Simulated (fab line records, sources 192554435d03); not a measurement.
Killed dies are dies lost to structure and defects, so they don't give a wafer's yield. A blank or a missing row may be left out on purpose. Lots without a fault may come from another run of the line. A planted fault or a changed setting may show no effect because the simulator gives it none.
fab line records | flow n5_finfet
record lots=4 wafers=10 last_day=17
route steps=1938 shown BEOL_M3@951 BEOL_M4@1111 PASSIVATION@1936
lots that met no fault: from a run of the same line without faults
start_h: hours from the record's first day to the start of the lot's first wafer shown | wait_h: hours since the lot's step before | " the same as in the row above | L1.1+2: a row that stands for several wafers | - no value, or no start given | * or withheld: withheld | < > ~ a bound
route shown NAME@n: a module of which the file shows steps, and the number in the route of the first | usual: mean/standard deviation of fault-free wafers | same: alike in all rows | chamber/n: place in a boat | sites: the reading at each site | _std_site: their standard deviation | _edge_site: outer sites' mean less inner sites' | radius_mm: how far each site lies from the wafer's centre | mask NAME#n: copy n | behind: the tool/chamber that last shaped the wafer | hold: why the lot was held/for how many hours/how that ended | device: the transistor (n, p or np) that didn't switch | end of line: the same wafers' tests at the end of the route | a step without rows: its recipe alone | killed: dies lost to structure and defects at the first sort, not the wafer's yield | map: a wafer's dies, x killed, . not, _ none there
set.NAME: the setting as run; set.NAME@STEP: as run at that earlier step | model.NAME: the simulator's own value behind a step, which no gauge read
lots at some steps of the route; a table a step, a row a wafer
services: from which hour (start_h, from the record's first day; less than 0 if before it) a tool's chamber was out of use, for how many hours, and why
## steps
# step N5_BEOL_M3_STRIP_65
# recipe chemistry=N2/H2 temp_c=40 n2_flow_sccm=200 h2_flow_sccm=200 rf_frequency_hz=6e+07
# step N5_BEOL_M3_STRIP_75
# recipe chemistry=N2/H2 temp_c=40 n2_flow_sccm=200 h2_flow_sccm=200 rf_frequency_hz=6e+07
# step N5_BEOL_M3_STRIP_66
# recipe chemistry=CF4 resist=SiARC power_w=300 bias_power_w=75 pressure_mtorr=50 cf4_flow_sccm=150 rf_frequency_hz=6e+07
# step N5_BEOL_M3_HM_OPEN_17
# recipe chemistry=Cl2/BCl3 target_depth_a=200 overetch_a=60 target=TiN mask_material=SOC ion_energy_ev=150 pressure_mtorr=10 icp_w=1000 bias_w=126 Cl2_flow_sccm=53.25 bcl3_flow_sccm=21.75 Ar_flow_sccm=25
# step N5_BEOL_M3_STRIP_19
# recipe chemistry=O2 power_w=400 temp_c=40 pressure_mtorr=30 rf_frequency_hz=6e+07 bias_power_w=0 overash_fraction=0.2 o2_flow_sccm=225
# step N5_BEOL_M3_COAT_67
# recipe resist=SOC temp_c=250 time_s=60 spin_rpm=1500 resist_thk_nm=60
# step N5_BEOL_M3_COAT_68
# recipe resist=SiARC temp_c=220 time_s=60 spin_rpm=1500 resist_thk_nm=12
# step N5_BEOL_M3_COAT_76
# recipe resist=underlayer temp_c=205 time_s=60 spin_rpm=1500 resist_thk_nm=5
# step N5_BEOL_M3_COAT_22
# recipe resist=CAR-EUV spin_rpm=1500 resist_thk_nm=30
# step N5_BEOL_M3_EBR_24
# recipe solvent=PGMEA ebr_width_mm=1.5
# step N5_BEOL_M3_SOFTBAKE_23
# recipe temp_c=110 time_s=60 resist=CAR-EUV
# step N5_BEOL_M3_EXPOSE_25
# recipe mask_id=V2 na=0.33 source_shape=quasar sigma_inner=0.2 sigma_outer=0.8 polarization=unpolarized defocus_nm=5 dose_mj=63
# usual reticle_temp_C=22.99/0.1
# columns lot.wafer tool chamber start_h wait_h mask reticle_temp_C
L175.1 euv_scanner-02 0 178.70 - V2#0 23.12
L175.2 " 0 " " V2#0 23.13
L175.3 " 0 " " V2#0 23.05
L183.5 euv_scanner-02 0 231.31 - V2#0 23.00
L183.6 " 0 " " V2#0 22.90
L182.2 euv_scanner-02 0 234.60 - V2#0 22.94
L182.3 " 0 " " V2#0 22.92
L190.1 euv_scanner-01 0 267.26 - V2#0 23.24
L190.2 " 0 " " V2#0 23.01
L190.3 " 0 " " V2#0 23.03
# step N5_BEOL_M3_PEB_26
# recipe peb_temp_c=100 peb_time_s=60 resist=CAR-EUV
# step N5_BEOL_M3_DEVELOP_27
# recipe develop_time_s=30 developer=TMAH resist=CAR-EUV rinse_liquid=surfactant_rinse dry=air_spin dev_temp_c=23
# step N5_BEOL_M3_CD_MEAS_28
# recipe target_cd_nm=25.7 landing_energy_ev=500 detector=se_inlens target_cd_y_nm=23.3 polarity=opening
# usual cd_nm=25.77/0.27
# columns lot.wafer tool chamber start_h wait_h cd_nm
L175.1 cd_sem-01 0 178.85 - 26.15
L175.2 " 0 " " 25.84
L175.3 " 0 " " 25.76
L183.5 cd_sem-01 0 231.42 - 25.96
L183.6 " 0 " " 18.72
L182.2 cd_sem-01 0 234.74 - 18.71
L182.3 " 0 " " 26.16
L190.1 cd_sem-02 0 267.41 - 26.34
L190.2 " 0 " " 25.53
L190.3 " 0 " " 25.79
# step N5_BEOL_M3_DESCUM_33
# recipe chemistry=O2 time_s=7 source_power_w=50 bias_power_w=20 pressure_mtorr=20 rf_frequency_hz=2.712e+07 temp_c=40 resist=CAR-EUV o2_flow_sccm=225
# step N5_BEOL_M3_ETCH_77
# recipe chemistry=N2/H2 target=underlayer target_depth_a=65 mask_material=CAR-EUV time_s=5.2 ion_energy_ev=200 pressure_mtorr=30 source_w=840 bias_w=150 n2_flow_sccm=200 h2_flow_sccm=200 ends=cleared
# step N5_BEOL_M3_ETCH_69
# recipe chemistry=CF4 target=SiARC target_depth_a=156 mask_material=CAR-EUV time_s=26 ion_energy_ev=80 pressure_mtorr=40 source_w=545 bias_w=36 Ar_flow_sccm=100 cf4_flow_sccm=100 ends=cleared
# step N5_BEOL_M3_ALD_98
# recipe material=SiO2 target_thk_a=25 temp_c=100 ald_precursor_family=BDEAS ald_co_reactant=O2-plasma pulse_time_s=1 co_reactant_pulse_time_s=1 purge_time_s=2 co_reactant_purge_time_s=2 ald_cycles=17 pressure_torr=2
# step N5_BEOL_M3_ETCHBACK_99
# recipe chemistry=CHF3 target=SiO2 target_depth_a=50 time_s=10.4 source_w=215 bias_w=47 Ar_flow_sccm=200 CHF3_flow_sccm=12 ion_energy_ev=100 pressure_mtorr=30
# step N5_BEOL_M3_ETCH_70
# recipe chemistry=N2/H2 target=SOC target_depth_a=800 overetch_a=160 mask_material=SiARC temp_c=40 time_s=120 ion_energy_ev=200 pressure_mtorr=30 source_w=840 bias_w=150 n2_flow_sccm=200 h2_flow_sccm=200
# step N5_BEOL_M3_STRIP_71
# recipe chemistry=N2/H2 temp_c=40 n2_flow_sccm=200 h2_flow_sccm=200 rf_frequency_hz=6e+07
# step N5_BEOL_M3_STRIP_78
# recipe chemistry=N2/H2 temp_c=40 n2_flow_sccm=200 h2_flow_sccm=200 rf_frequency_hz=6e+07
# step N5_BEOL_M3_VIA_ETCH_34
# recipe chemistry=C4F6/O2 target_depth_a=694 mask_material=SOC pressure_mtorr=15 ion_energy_ev=250 taper_deg=4 time_s=65.9 source_w=350 bias_w=170 Ar_flow_sccm=300 C4F6_flow_sccm=10 O2_flow_sccm=10
# step N5_BEOL_M3_STRIP_83
# recipe chemistry=C4F6/O2 resist=SiARC rf_frequency_hz=6e+07
# step N5_BEOL_M3_STRIP_36
# recipe chemistry=N2/H2 power_w=450 temp_c=40 pressure_mtorr=20 rf_frequency_hz=6e+07 overash_fraction=0.3 bias_power_w=7 h2_frac=0.5 n2_flow_sccm=200 h2_flow_sccm=200
# step N5_BEOL_M3_TRENCH_ETCH_37
# recipe chemistry=C4F6/O2 target_depth_a=555.55 target=SiOC time_s=29.2 ion_energy_ev=250 pressure_mtorr=30 source_w=355 bias_w=185 Ar_flow_sccm=300 C4F6_flow_sccm=10 O2_flow_sccm=10
# step N5_BEOL_M3_ETCH_41
# recipe chemistry=CH3F/O2 target=SiCN target_depth_a=299 taper_deg=2 time_s=52.5 ion_energy_ev=120 mask_material=TiN pressure_mtorr=30 source_w=395 bias_w=75 Ar_flow_sccm=150 CH3F_flow_sccm=30 O2_flow_sccm=20
# step N5_BEOL_M3_STRIP_97
# recipe chemistry=N2/H2 time_s=10 power_w=450 temp_c=40 pressure_mtorr=20 rf_frequency_hz=6e+07 bias_power_w=7 n2_flow_sccm=200 h2_flow_sccm=200
# step N5_BEOL_M3_HM_STRIP_39
# recipe chemistry=peroxide_tin_strip material=TiN target_depth_a=250 temp_c=50 time_s=158
# step N5_BEOL_M3_SRD_40
# recipe time_s=30 temp_c=23 rinse_liquid=diw dry=ipa_marangoni
# step N5_BEOL_M3_PRECLEAN_42
# recipe chemistry=residue_remover time_s=60 temp_c=40
# step N5_BEOL_M3_SRD_43
# recipe time_s=30 temp_c=23 rinse_liquid=diw dry=ipa_marangoni
# step N5_BEOL_M3_DEGAS_44
# recipe ambient=vacuum temp_c=250 time_s=60
# step N5_BEOL_M3_PRE_CLEAN_45
# recipe gas=H2/He time_s=30 temp_c=250
# step N5_BEOL_M3_ALD_84
# recipe material=TaN target_thk_a=* temp_c=275 ald_precursor_family=PDMAT ald_co_reactant=NH3 pressure_torr=3 carrier_flow_sccm=1500 pulse_time_s=2 purge_time_s=3 co_reactant_purge_time_s=2 co_reactant_pulse_time_s=3 ald_cycles=30 precursor_vessel_temp_c=75 precursor_vessel_pressure_torr=26.25 precursor_vessel_carrier_sccm=1000
# step N5_BEOL_M3_SURFACE_TREAT_85
# recipe gas=Ar time_s=* ion_energy_ev=* ion_current_ma_cm2=0.5 pressure_mtorr=* ar_flow_sccm=30
# step N5_BEOL_M4_RC_MEAS_101
# usual DIBL_N=36.5/2.2 DIBL_P=36.9/2.9 IOFF_N=0.17/0.044 IOFF_P=0.22/0.052 ION_N=671/16 ION_P=461/10 SS_N=71.6/0.73 SS_P=73.5/0.79 VT_N=250/4.1 VT_P=-250/4.1
# columns lot.wafer tool chamber start_h wait_h DIBL_N[mV/V] DIBL_P[mV/V] IOFF_N[nA/um] IOFF_P[nA/um] ION_N[uA/um] ION_P[uA/um] SS_N[mV/dec] SS_P[mV/dec] VT_N[mV] VT_P[mV]
L175.1 prober-02 0 209.09 0.0 38.2 39.6 0.18 0.26 680 466 72.3 73.7 249 -248
L175.2 " 0 " " 34.1 35.2 0.11 0.19 649 460 71.7 72.8 255 -250
L175.3 " 0 " " 31.5 31.4 0.08 0.13 641 446 70.0 71.7 259 -254
L183.5 prober-02 0 259.18 0.6 37.7 37.5 0.20 0.23 671 457 72.1 74.2 247 -246
L182.3 prober-01 0 261.19 0.3 36.3 35.6 0.15 0.17 661 452 71.4 73.6 252 -252
L190.1 prober-02 0 296.85 0.0 38.8 40.5 0.21 0.25 686 460 72.5 73.7 245 -250
L190.2 " 0 " " 36.8 38.2 0.19 0.23 680 465 71.8 73.5 244 -248
L190.3 " 0 " " 37.6 38.7 0.19 0.23 680 464 71.8 73.1 246 -248
# step N5_PASSIVATION_PROBE_49
# usual defect_limited_yield=91.3/1.4 killed_at_M0_to_M3=36/10 killed_at_M4_up=13/5.4 killed_at_contacts=12/5.3 killed_at_front_end=39/10 killed_at_other=3.2/2.7 killed_dies=103/16 killed_on_rim=13/4 killed_open=68/13 killed_short=33/6.6 sort_bin_5_function=5.1/0.92 sort_bin_6_memory=3.3/0.68 sort_bin_8_speed=0.1/0.41 sort_n_pass=1077/17
# same gross_dies=1180 killed_at_back_side=0 sort_bin_4_leakage[%]=0
# columns lot.wafer tool chamber start_h wait_h defect_limited_yield[%] killed_at_M0_to_M3 killed_at_M4_up killed_at_contacts killed_at_front_end killed_at_other killed_dies killed_on_rim killed_open killed_short sort_bin_5_function[%] sort_bin_6_memory[%] sort_bin_8_speed[%] sort_n_pass
L175.1 prober-01 - 323.45 0.0 91.8 26 13 13 42 3 97 17 65 30 4.9 3.0 0 1083
L175.2 prober-01 - 323.50 0.1 90.4 61 10 11 30 1 113 13 84 28 5.5 4.0 0.1 1066
L175.3 prober-01 - 323.55 0.1 91.2 47 11 11 33 2 104 14 69 32 5.5 3.2 0.3 1072
L183.5 prober-01 - 365.81 0.4 89.7 53 20 21 26 2 122 12 74 45 5.9 4.1 0 1058
L183.6 prober-01 - 365.86 0.4 0.3 1106 18 8 41 4 1177 150 75 31 95.3 4.3 0 3
L182.2 prober-02 - 380.85 0.1 0.1 1098 22 3 42 14 1179 151 69 40 96.4 3.1 0 1
L182.3 prober-02 - 380.90 0.1 90.7 45 12 9 40 4 110 18 73 35 5.6 3.2 0.2 1070
L190.1 prober-02 - 412.14 0.0 90.8 45 15 6 40 2 108 14 67 37 5.8 3.1 0 1072
L190.2 prober-02 - 412.19 0.1 91.9 47 8 11 24 6 96 17 61 35 4.4 3.3 0 1084
L190.3 prober-02 - 412.24 0.1 90.8 57 9 10 30 3 109 16 66 35 5.3 2.6 0 1071
# killed by level:class
L175.1 STI_FIN_REVEAL:geometric_particle:open=9 MOL_CONTACT_COAG:geometric_particle:open=9 BEOL_M2:geometric_particle:open=7 FIN_SAQP:geometric_particle:open=5 GATE_CUT:geometric_particle:short=5 BEOL_M1:geometric_particle:open=4 BEOL_M11:geometric_particle:open=4 FIN_SAQP:geometric_particle:short=3
L175.2 BEOL_M2:geometric_particle:open=26 MOL_CONTACT_COAG:geometric_particle:open=11 FIN_SAQP:geometric_particle:short=9 BEOL_M0_SAQP:geometric_particle:short=8 BEOL_M3:geometric_particle:open=7 BEOL_M0_SAQP:geometric_particle:open=6 FIN_SAQP:geometric_particle:open=5 STI_FIN_REVEAL:geometric_particle:open=4
L175.3 BEOL_M2:geometric_particle:open=11 FIN_SAQP:geometric_particle:open=10 BEOL_M0_SAQP:geometric_particle:short=10 MOL_CONTACT_COAG:geometric_particle:open=9 BEOL_M1:geometric_particle:open=7 BEOL_M3:geometric_particle:open=6 BEOL_M0_SAQP:geometric_particle:open=5 FIN_SAQP:geometric_particle:short=4
L183.5 BEOL_M0_SAQP:geometric_particle:short=15 MOL_CONTACT_COAG:geometric_particle:open=12 FIN_SAQP:geometric_particle:open=11 BEOL_M0_SAQP:geometric_particle:open=11 BEOL_M3:geometric_particle:open=10 MOL_CONTACT_COAG:geometric_particle:short=9 BEOL_M2:geometric_particle:open=8 BEOL_M4:geometric_particle:open=6
L183.6 BEOL_M3:area_expose=1069 FIN_SAQP:geometric_particle:open=18 BEOL_M0_SAQP:geometric_particle:open=11 BEOL_M0_SAQP:geometric_particle:short=8 BEOL_M4:geometric_particle:open=8 MOL_CONTACT_COAG:geometric_particle:open=7 FIN_SAQP:geometric_particle:short=5 BEOL_M3:geometric_particle:open=5
L182.2 BEOL_M3:area_expose=1069 FIN_SAQP:geometric_particle:open=12 FIN_SAQP:geometric_particle:short=11 MIM_TOP_ETCH:geometric_particle:open=10 BEOL_M0_SAQP:geometric_particle:short=9 BEOL_M4:geometric_particle:open=9 BEOL_M2:geometric_particle:open=7 STI_FIN_REVEAL:geometric_particle:open=6
L182.3 FIN_SAQP:geometric_particle:open=13 BEOL_M0_SAQP:geometric_particle:open=11 BEOL_M0_SAQP:geometric_particle:short=9 FIN_SAQP:geometric_particle:short=8 BEOL_M2:geometric_particle:open=8 MOL_CONTACT_COAG:geometric_particle:open=7 BEOL_M4:geometric_particle:open=7 BEOL_M1:geometric_particle:open=4
L190.1 BEOL_M1:geometric_particle:open=13 BEOL_M3:geometric_particle:open=13 FIN_SAQP:geometric_particle:short=9 FIN_SAQP:geometric_particle:open=9 BEOL_M4:geometric_particle:open=8 STI_FIN_REVEAL:geometric_particle:open=6 BEOL_M2:geometric_particle:short=5 BEOL_M0_SAQP:geometric_particle:short=4
L190.2 BEOL_M0_SAQP:geometric_particle:short=12 BEOL_M0_SAQP:geometric_particle:open=11 MOL_CONTACT_COAG:geometric_particle:open=8 BEOL_M2:geometric_particle:short=7 BEOL_M2:geometric_particle:open=6 BEOL_M3:geometric_particle:open=5 FIN_SAQP:geometric_particle:open=4 ILD0:geometric_particle:open=4
L190.3 BEOL_M2:geometric_particle:open=18 BEOL_M3:geometric_particle:open=12 BEOL_M0_SAQP:geometric_particle:short=9 MOL_CONTACT_COAG:geometric_particle:open=8 BEOL_M0_SAQP:geometric_particle:open=6 HKMG_FIN:area_etch=6 STI_FIN_REVEAL:geometric_particle:open=5 BEOL_M1:geometric_particle:open=4
# map L182.2 (x killed, . not)
_________________xxxxxxxxxxxx________________
______________.xxxxxxxxxxxxxxxxx_____________
___________xxxxxxxxxxxxxxxxxxxxxxxx__________
__________xxxxxxxxxxxxxxxxxxxxxxxxxx_________
________xxxxxxxxxxxxxxxxxxxxxxxxxxxxxx_______
_______xxxxxxxxxxxxxxxxxxxxxxxxxxxxxxxx______
______xxxxxxxxxxxxxxxxxxxxxxxxxxxxxxxxxx_____
_____xxxxxxxxxxxxxxxxxxxxxxxxxxxxxxxxxxxx____
____xxxxxxxxxxxxxxxxxxxxxxxxxxxxxxxxxxxxxx___
___xxxxxxxxxxxxxxxxxxxxxxxxxxxxxxxxxxxxxxxx__
___xxxxxxxxxxxxxxxxxxxxxxxxxxxxxxxxxxxxxxxx__
__xxxxxxxxxxxxxxxxxxxxxxxxxxxxxxxxxxxxxxxxxx_
__xxxxxxxxxxxxxxxxxxxxxxxxxxxxxxxxxxxxxxxxxx_
_xxxxxxxxxxxxxxxxxxxxxxxxxxxxxxxxxxxxxxxxxxxx
_xxxxxxxxxxxxxxxxxxxxxxxxxxxxxxxxxxxxxxxxxxxx
_xxxxxxxxxxxxxxxxxxxxxxxxxxxxxxxxxxxxxxxxxxxx
_xxxxxxxxxxxxxxxxxxxxxxxxxxxxxxxxxxxxxxxxxxxx
_xxxxxxxxxxxxxxxxxxxxxxxxxxxxxxxxxxxxxxxxxxxx
_xxxxxxxxxxxxxxxxxxxxxxxxxxxxxxxxxxxxxxxxxxxx
_xxxxxxxxxxxxxxxxxxxxxxxxxxxxxxxxxxxxxxxxxxxx
_xxxxxxxxxxxxxxxxxxxxxxxxxxxxxxxxxxxxxxxxxxxx
__xxxxxxxxxxxxxxxxxxxxxxxxxxxxxxxxxxxxxxxxxx_
__xxxxxxxxxxxxxxxxxxxxxxxxxxxxxxxxxxxxxxxxxx_
___xxxxxxxxxxxxxxxxxxxxxxxxxxxxxxxxxxxxxxxx__
___xxxxxxxxxxxxxxxxxxxxxxxxxxxxxxxxxxxxxxxx__
____xxxxxxxxxxxxxxxxxxxxxxxxxxxxxxxxxxxxxx___
_____xxxxxxxxxxxxxxxxxxxxxxxxxxxxxxxxxxxx____
______xxxxxxxxxxxxxxxxxxxxxxxxxxxxxxxxxx_____
_______xxxxxxxxxxxxxxxxxxxxxxxxxxxxxxxx______
________xxxxxxxxxxxxxxxxxxxxxxxxxxxxxx_______
__________xxxxxxxxxxxxxxxxxxxxxxxxxx_________
___________xxxxxxxxxxxxxxxxxxxxxxxx__________
______________xxxxxxxxxxxxxxxxxx_____________
_________________xxxxxxxxxxxx________________
# map L183.6 (x killed, . not)
_________________xxxxxxxxxxxx________________
______________xxxxxxxxxxxxxx.xxx_____________
___________xxxxxxxxxxxxxxxxxxxxxxxx__________
__________xxxxxxxxxxxxxxxxxxxxxxxxxx_________
________xxxxxxxxxxxxxxxxxxxxxxxxxxxx.x_______
_______xxxxxxxxxxxxxxxxxxxxxxxxxxxxxxxx______
______xxxxxxxxxxxxxxxxxxxxxxxxxxxxxxxxxx_____
_____xxxxxxxxxxxxxxxxxxxxxxxxxxxxxxxxxxxx____
____xxxxxxxxxxxxxxxxxxxxxxxxxxxxxxxxxxxxxx___
___xxxxxxxxxxxxxxxxxxxxxxxxxxxxxxxxxxxxxxxx__
___xxxxxxxxxxxxxxxxxxxxxxxxxxxxxxxxxxxxxxxx__
__xxxxxxxxxxxxxxxxxxxxxxxxxxxxxxxxxxxxxxxxxx_
__xxxxxxxxxxxxxxxxxxxxxxxxxxxxxxxxxxxxxxxxxx_
_xxxxxxxxxxxxxxxxxxxxxxxxxxxxxxxxxxxxxxxxxxxx
_xxxxxxxxxxxxxxxxxxxxxxxxxxxxxxxxxxxxxxxxxx.x
_xxxxxxxxxxxxxxxxxxxxxxxxxxxxxxxxxxxxxxxxxxxx
_xxxxxxxxxxxxxxxxxxxxxxxxxxxxxxxxxxxxxxxxxxxx
_xxxxxxxxxxxxxxxxxxxxxxxxxxxxxxxxxxxxxxxxxxxx
_xxxxxxxxxxxxxxxxxxxxxxxxxxxxxxxxxxxxxxxxxxxx
_xxxxxxxxxxxxxxxxxxxxxxxxxxxxxxxxxxxxxxxxxxxx
_xxxxxxxxxxxxxxxxxxxxxxxxxxxxxxxxxxxxxxxxxxxx
__xxxxxxxxxxxxxxxxxxxxxxxxxxxxxxxxxxxxxxxxxx_
__xxxxxxxxxxxxxxxxxxxxxxxxxxxxxxxxxxxxxxxxxx_
___xxxxxxxxxxxxxxxxxxxxxxxxxxxxxxxxxxxxxxxx__
___xxxxxxxxxxxxxxxxxxxxxxxxxxxxxxxxxxxxxxxx__
____xxxxxxxxxxxxxxxxxxxxxxxxxxxxxxxxxxxxxx___
_____xxxxxxxxxxxxxxxxxxxxxxxxxxxxxxxxxxxx____
______xxxxxxxxxxxxxxxxxxxxxxxxxxxxxxxxxx_____
_______xxxxxxxxxxxxxxxxxxxxxxxxxxxxxxxx______
________xxxxxxxxxxxxxxxxxxxxxxxxxxxxxx_______
__________xxxxxxxxxxxxxxxxxxxxxxxxxx_________
___________xxxxxxxxxxxxxxxxxxxxxxxx__________
______________xxxxxxxxxxxxxxxxxx_____________
_________________xxxxxxxxxxxx________________
## services
# columns tool chamber start_h hours kind
euv_scanner-02 - 160.28 1.0 pm
euv_scanner-01 - 161.29 1.0 pm
euv_scanner-01 - 176.91 5.8 pm
euv_scanner-02 - 216.43 1.0 pm
euv_scanner-01 - 217.44 1.0 pm
euv_scanner-01 - 222.15 4.6 pm
euv_scanner-02 - 236.78 4.6 pm
euv_scanner-02 0 257.93 - calibration
## key
first_sign step=N5_BEOL_M3_CD_MEAS_28 reading=cd_nm direction=down sigmas=26 usual=25.77 struck=18.72
effect step=N5_PASSIVATION_PROBE_49 reading=killed_at_M0_to_M3 direction=up sigmas=99+ usual=36 struck=1102
more_kills_born_at N5_BEOL_M3_EXPOSE_25@euv_scanner-02=2138
met_at N5_BEOL_M3_EXPOSE_25
struck_wafers L182.2,L183.6
later_rows_left_out L182.2,L183.6
onset_between 178.70 231.31
fault kind=process_parameter_drift tool=euv_scanner-02 chamber=- onset_h=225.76 steps=N5_BEOL_M3_EXPOSE_25 channel=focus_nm offset=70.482 shape=step end_h=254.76 scope=struck_wafers_only
# later_rows_left_out: the simulator's readings of these wafers behind a module that went badly wrong aren't trusted and aren't shown, but for the sort
